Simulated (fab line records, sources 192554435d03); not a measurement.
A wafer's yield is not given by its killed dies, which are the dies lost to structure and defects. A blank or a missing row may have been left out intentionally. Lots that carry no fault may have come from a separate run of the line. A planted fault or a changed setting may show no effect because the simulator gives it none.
Chamber matching + flow n5Finfet + 4 sister chambers for N5_BEOL_M13_TRENCH_ETCH_34 on rieDiel-02
The step etches SiOC in C4F8/O2/Ar, target depth 413.47 nm, time 162.6 s. 18 wafers are shown with their chamber, then 9 later ones without.

WAFERS WITH THEIR CHAMBER
| wafer  | chamber | drypumpMotorCurrentA (A) | showerheadPlenumPTorr (Torr) | throttleValvePct (%) |
|--------|---------|--------------------------|------------------------------|----------------------|
| L074.1 | 1       | 5.66                     | 3.30                         | 24.14                |
| L074.2 | 0       | 5.15                     | 3.48                         | 24.25                |
| L074.5 | 1       | 5.67                     | 3.30                         | 24.12                |
| L076.1 | 3       | 5.35                     | 3.26                         | 24.17                |
| L076.2 | 2       | 5.85                     | 3.43                         | 23.64                |
| L076.4 | 2       | 5.85                     | 3.43                         | 23.63                |
| L079.1 | 3       | 5.34                     | 3.26                         | 24.20                |
| L079.4 | 0       | 5.14                     | 3.48                         | 23.91                |
| L079.6 | 3       | 5.33                     | 3.26                         | 24.18                |
| L080.4 | 0       | 5.12                     | 3.48                         | 23.89                |
| L080.5 | 0       | 5.14                     | 3.48                         | 23.89                |
| L080.6 | 3       | 5.35                     | 3.25                         | 24.18                |
| L081.3 | 0       | 5.13                     | 3.48                         | 23.90                |
| L081.4 | 2       | 5.86                     | 3.42                         | 23.65                |
| L081.5 | 0       | 5.12                     | 3.48                         | 23.89                |
| L087.1 | 2       | 5.84                     | 3.41                         | 23.65                |
| L087.5 | 1       | 5.70                     | 3.29                         | 24.16                |
| L087.6 | 0       | 5.12                     | 3.47                         | 23.91                |

SIGNATURES, as means of the wafers listed above
| reading               | chamber 0 | chamber 1 | chamber 2 | chamber 3 | scatter within a chamber |
|-----------------------|-----------|-----------|-----------|-----------|--------------------------|
| drypumpMotorCurrentA  | 5.1314    | 5.6767    | 5.8500    | 5.3425    | 0.0126                   |
| showerheadPlenumPTorr | 3.4786    | 3.2967    | 3.4225    | 3.2575    | 0.00599                  |
| throttleValvePct      | 23.9486   | 24.1400   | 23.6425   | 24.1825   | 0.0878                   |
Rule: for a wafer and a chamber, the distance is found by dividing, reading by reading, the gap between the wafer's reading and the chamber's mean by the reading's scatter, squaring, summing and taking the root. The wafer belongs to the nearest chamber; if the next one is less than 2 further off, it can't be placed. The scatter: take each reading less its chamber's mean, square it, sum over the shown wafers, divide by the number of wafers less the number of chambers, and take the root.

WAFERS WITHOUT THEIR CHAMBER
| wafer  | drypumpMotorCurrentA (A) | showerheadPlenumPTorr (Torr) | throttleValvePct (%) |
|--------|--------------------------|------------------------------|----------------------|
| L088.1 | 5.33                     | 3.25                         | 24.21                |
| L088.4 | 5.12                     | 3.47                         | 23.94                |
| L088.5 | 5.33                     | 3.25                         | 24.23                |
| L091.1 | 5.86                     | 3.41                         | 23.65                |
| L091.4 | 5.64                     | 3.28                         | 24.16                |
| L091.5 | 5.65                     | 3.28                         | 24.17                |
| L095.3 | 5.13                     | 3.46                         | 23.94                |
| L095.5 | 5.65                     | 3.28                         | 24.18                |
| L095.6 | 5.86                     | 3.40                         | 23.70                |

THE CHAMBER EACH PASSED THROUGH
| wafer  | from the rows above | in truth |
|--------|---------------------|----------|
| L088.1 | 3                   | 3        |
| L088.4 | 0                   | 0        |
| L088.5 | 3                   | 3        |
| L091.1 | 2                   | 2        |
| L091.4 | 1                   | 1        |
| L091.5 | 1                   | 1        |
| L095.3 | 0                   | 0        |
| L095.5 | 1                   | 1        |
| L095.6 | 2                   | 2        |
Placed correctly: 9 of 9. Not placeable from these rows: 0. Number placed wrongly: 0.
